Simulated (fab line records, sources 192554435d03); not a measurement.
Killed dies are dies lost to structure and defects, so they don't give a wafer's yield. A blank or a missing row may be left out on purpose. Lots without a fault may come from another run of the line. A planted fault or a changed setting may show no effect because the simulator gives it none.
Split-lot experiment | flow n5_finfet | 7 lots, 21 wafers read, on a route of 1938 steps

THE SPLIT
At N5_BEOL_M3_PECVD_72 (deposits SiO2 from TEOS/O2, target thk 16 nm, time 18 s), the setting temp_c was moved away from the recipe's 400 C on 8 of the 21 wafers read, by -3.7% to +4.2%. The other wafers ran this setting at the recipe's value.

FROM THE SPLIT TO THE READING: what the file shows between them, 8 steps
- N5_BEOL_M3_COAT_22: resist thk 30 nm (also split here: spin_rpm)
- N5_BEOL_M3_EXPOSE_25: exposes mask V2, defocus 5 nm (also split here: dose_mj)
- N5_BEOL_M3_PEB_26: peb time 60 s
- N5_BEOL_M3_DEVELOP_27: develop time 30 s
- N5_BEOL_M3_DESCUM_33: chemistry O2, time 7 s
- N5_BEOL_M3_ETCH_77: etches underlayer in N2/H2, target depth 6.5 nm, time 5.2 s
- N5_BEOL_M3_ETCH_69: etches SiARC in CF4, target depth 15.6 nm, time 26 s
- N5_BEOL_M3_STRIP_97: strips in N2/H2, time 10 s

THE READING
SiO2_of_BEOL_M3_PECVD_72.thk_nm (the simulator's own value, which no gauge read), in nm, at N5_BEOL_M3_HM_STRIP_39 (strips TiN in peroxide tin strip, target depth 25 nm, time 158 s). The file gives no usual value for it. The 13 wafers here that ran the recipe average 15.8 nm, standard deviation 0.22 nm.

wafer  | tool, chamber at the split | temp_c as run, C | against the recipe | SiO2_of_BEOL_M3_PECVD_72.thk_nm, nm | against lot-mates on the recipe
L079.2 | pecvd-01, 2                | 400              | recipe             | 15.6                                | -
L079.3 | pecvd-01, 1                | 400              | recipe             | 15.8                                | -
L079.4 | pecvd-01, 1                | 400              | recipe             | 16                                  | -
L084.2 | pecvd-01, 2                | 400              | recipe             | 15.4                                | -
L084.3 | pecvd-01, 1                | 400              | recipe             | 15.6                                | -
L084.5 | pecvd-01, 0                | 415.8            | +4.0%              | 13.8                                | -1.7
L089.3 | pecvd-02, 2                | 400              | recipe             | 15.8                                | -
L089.5 | pecvd-02, 1                | 416.7            | +4.2%              | 14.2                                | -1.6
L089.6 | pecvd-02, 0                | 416.7            | +4.2%              | 14                                  | -1.8
L093.1 | pecvd-01, 2                | 400              | recipe             | 15.4                                | -
L093.4 | pecvd-01, 0                | 385.4            | -3.7%              | 17.4                                | +2.0
L093.6 | pecvd-01, 1                | 385.4            | -3.7%              | 17.6                                | +2.2
L092.1 | pecvd-04, 1                | 412.6            | +3.2%              | 14.2                                | -1.6
L092.2 | pecvd-04, 2                | 400              | recipe             | 15.6                                | -
L092.5 | pecvd-04, 1                | 400              | recipe             | 16                                  | -
L096.2 | pecvd-01, 2                | 411.5            | +2.9%              | 14.6                                | -1.6
L096.3 | pecvd-01, 0                | 400              | recipe             | 16.2                                | -
L096.5 | pecvd-01, 0                | 411.5            | +2.9%              | 15                                  | -1.2
L097.1 | pecvd-02, 2,0              | 400              | recipe             | 15.8                                | -
L097.4 | pecvd-02, 2,0              | 400              | recipe             | 15.8                                | -
L097.6 | pecvd-02, 1                | 400              | recipe             | 15.8                                | -
Where a row lists several chambers, the file gives one row for several wafers and doesn't say which wafer went through which chamber.

THE FIT
A straight line over all 21 wafers: SiO2_of_BEOL_M3_PECVD_72.thk_nm changes by -0.437 nm for each +1% of temp_c; r = -0.97; the points scatter about the line by 0.24 nm.
The same after taking each lot's own level away (the mean of its wafers on the recipe; 21 wafers): -0.486 nm for each +1%; r = -0.99; scatter 0.19 nm.
On that fit, the largest move of temp_c shifts the reading by 2 nm.
The lots' own levels span 15.40 to 16.20 nm, that is 3.6 times the standard deviation above.
So the lot-to-lot level changes the slope: the two fits differ.
Check: with one of the wafers moved furthest among these (+4.2%) left out of the fit, the line predicts -2.04 nm for it against its lot-mates. It came out at -1.6 nm against them.

OTHER SPLITS ON THESE WAFERS
These wafers also went through other splits before the reading. Each is held against what the fit with the lots' levels taken away leaves over:
other split on the same wafers | wafers away from the commonest value | r with SiO2_of_BEOL_M3_PECVD_72.thk_nm (lot level and that fit taken away)
N5_BEOL_M2_COAT_62 spin_rpm    | 3                                    | -0.22
N5_BEOL_M3_COAT_22 spin_rpm    | 8                                    | +0.03
N5_BEOL_M3_EXPOSE_25 dose_mj   | 7                                    | +0.05

THE WHOLE CHAIN: every reading that the file lists as answering this split, in the file's order
step                   | what it does                                                     | reading                                                                          | change (the file's fit)               | r (the file's)
N5_BEOL_M3_PECVD_72    | deposits SiO2 from TEOS/O2, target thk 16 nm, time 18 s          | SiO2_of_BEOL_M3_PECVD_72.thk_nm (the simulator's own value, which no gauge read) | -0.463 nm for each +1% of the setting | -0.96
N5_BEOL_M3_HM_STRIP_39 | strips TiN in peroxide tin strip, target depth 25 nm, time 158 s | SiO2_of_BEOL_M3_PECVD_72.thk_nm (the simulator's own value, which no gauge read) | -0.473 nm for each +1% of the setting | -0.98

THE FILE'S OWN FIT
SiO2_of_BEOL_M3_PECVD_72.thk_nm changes by -0.473 nm for each +1% of temp_c, r = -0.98.
